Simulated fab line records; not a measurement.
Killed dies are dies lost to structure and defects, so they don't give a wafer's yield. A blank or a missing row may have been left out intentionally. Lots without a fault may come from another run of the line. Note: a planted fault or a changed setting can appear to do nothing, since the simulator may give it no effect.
What tool caused it? -- flow n5-finfet -- 72 wafers from 24 lots sampled at 2 of the route's 1938 steps

## WHAT EACH GAUGE READ, for each wafer
N5_BEOL_M1_THK_MEAS_53: measures by xrf. Usual: M1_THK gives 40.3 nm (standard deviation 1.3).
lot,measured,on,M1_THK (nm),flag
L074,day 7 01:34,film-metro-01,40.4 41.1 38.5,
L075,day 7 07:58,film-metro-02,39.7 41.2 41.3,
L077,day 7 09:48,film-metro-02,37.6 40.4 39.7,
L078,day 7 12:49,film-metro-02,39.4 39.6 40.5,
L076,day 7 14:17,film-metro-02,38.5 39.9 40.7,
L079,day 7 17:54,film-metro-02,41.1 41.0 41.9,
L080,day 7 19:52,film-metro-02,41.8 40.0 42.0,
L081,day 8 10:01,film-metro-02,40.5 41.1 41.5,
L083,day 8 18:35,film-metro-02,38.2 39.8 39.5,
L082,day 8 21:25,film-metro-02,40.3 41.0 42.0,
L084,day 9 04:19,film-metro-02,41.9 40.9 42.1,
L085,day 9 08:07,film-metro-02,41.0 40.3 43.0,
L086,day 9 10:04,film-metro-01,38.6 40.0 41.8,
L087,day 9 18:51,film-metro-01,39.7 42.5 42.4,
L088,day 10 13:23,film-metro-02,38.0 40.4 40.4,
L089,day 10 13:10,film-metro-01,39.5 41.4 39.4,
L090,day 10 16:42,film-metro-02,40.1 38.2 39.2,
L092,day 10 23:13,film-metro-02,38.2 39.0 39.0,
L091,day 11 06:28,film-metro-01,40.7 43.1 41.4,
L093,day 11 10:34,film-metro-01,36.9 40.0 38.6,
L094,day 11 13:21,film-metro-01,37.5 40.5 40.8,
L095,day 11 15:29,film-metro-01,37.9 41.8 42.2,
L096,day 11 20:04,film-metro-01,39.3 39.1 40.3,
L097,day 12 23:15,film-metro-01,40.4 42.3 42.0,

## TOOL THAT RAN EACH LOT (tool first, then ch and the chambers of the sampled wafers, then the start)
lot,N5_BEOL_M1_ANNEAL_51
L074,"rtp-anneal-02 ch 0, day 7 00:58"
L075,"rtp-anneal-02 ch 0, day 7 07:22"
L077,"rtp-anneal-01 ch 0, day 7 09:13"
L078,"rtp-anneal-02 ch 0, day 7 12:19"
L076,"rtp-anneal-01 ch 0, day 7 13:41"
L079,"rtp-anneal-02 ch 0, day 7 16:35"
L080,"rtp-anneal-02 ch 0, day 7 19:16"
L081,"rtp-anneal-02 ch 0, day 8 09:25"
L083,"rtp-anneal-02 ch 0, day 8 18:02"
L082,"rtp-anneal-02 ch 0, day 8 20:49"
L084,"rtp-anneal-01 ch 0, day 9 03:43"
L085,"rtp-anneal-02 ch 0, day 9 07:32"
L086,"rtp-anneal-02 ch 0, day 9 09:28"
L087,"rtp-anneal-02 ch 0, day 9 18:20"
L088,"rtp-anneal-01 ch 0, day 10 12:31"
L089,"rtp-anneal-02 ch 0, day 10 12:35"
L090,"rtp-anneal-01 ch 0, day 10 16:07"
L092,"rtp-anneal-02 ch 0, day 10 22:37"
L091,"rtp-anneal-02 ch 0, day 11 05:53"
L093,"rtp-anneal-01 ch 0, day 11 10:02"
L094,"rtp-anneal-02 ch 0, day 11 12:46"
L095,"rtp-anneal-01 ch 0, day 11 14:41"
L096,"rtp-anneal-02 ch 0, day 11 19:29"
L097,"rtp-anneal-01 ch 0, day 12 22:40"
- N5_BEOL_M1_ANNEAL_51: time 90 s.

## WHAT THE TOOLS THEMSELVES READ (means of the sampled wafers that have a number; where no wafer has one, the mark that the record gives instead)
N5_BEOL_M1_ANNEAL_51. Usual: wafer_temp_C_max reads 226.0 (standard deviation 0.35).
lot,tool,wafer_temp_C_max,flag
L074,rtp-anneal-02,226.5,
L075,rtp-anneal-02,226.0,
L077,rtp-anneal-01,225.8,
L078,rtp-anneal-02,226.2,
L076,rtp-anneal-01,225.6,
L079,rtp-anneal-02,225.9,
L080,rtp-anneal-02,226.2,
L081,rtp-anneal-02,226.0,
L083,rtp-anneal-02,225.7,
L082,rtp-anneal-02,226.2,
L084,rtp-anneal-01,225.5,
L085,rtp-anneal-02,226.1,
L086,rtp-anneal-02,226.0,
L087,rtp-anneal-02,226.2,
L088,rtp-anneal-01,225.5,
L089,rtp-anneal-02,226.4,
L090,rtp-anneal-01,225.7,
L092,rtp-anneal-02,226.1,
L091,rtp-anneal-02,225.8,
L093,rtp-anneal-01,225.7,
L094,rtp-anneal-02,226.1,
L095,rtp-anneal-01,225.4,
L096,rtp-anneal-02,226.1,
L097,rtp-anneal-01,225.6,

## THE ANSWER, worked out from the rows above alone
Rule: a lot counts as off when the mean over its wafers that have a number is more than 3 standard deviations away from the usual mean. A lot without any number at a reading at which 4 lots or more have one is off too. All remaining lots with rows at the step are treated as sound. After the gauges, taken in route order, come the tools' own readings; for these a lot's mean is taken, as printed above. At the first step where some lot is off, the reading lying furthest off is the one used; lots without a number count as furthest.
None of the lots is off at any reading shown; this tells nothing.

## WHAT HAD BEEN PUT IN BY THE SIMULATOR
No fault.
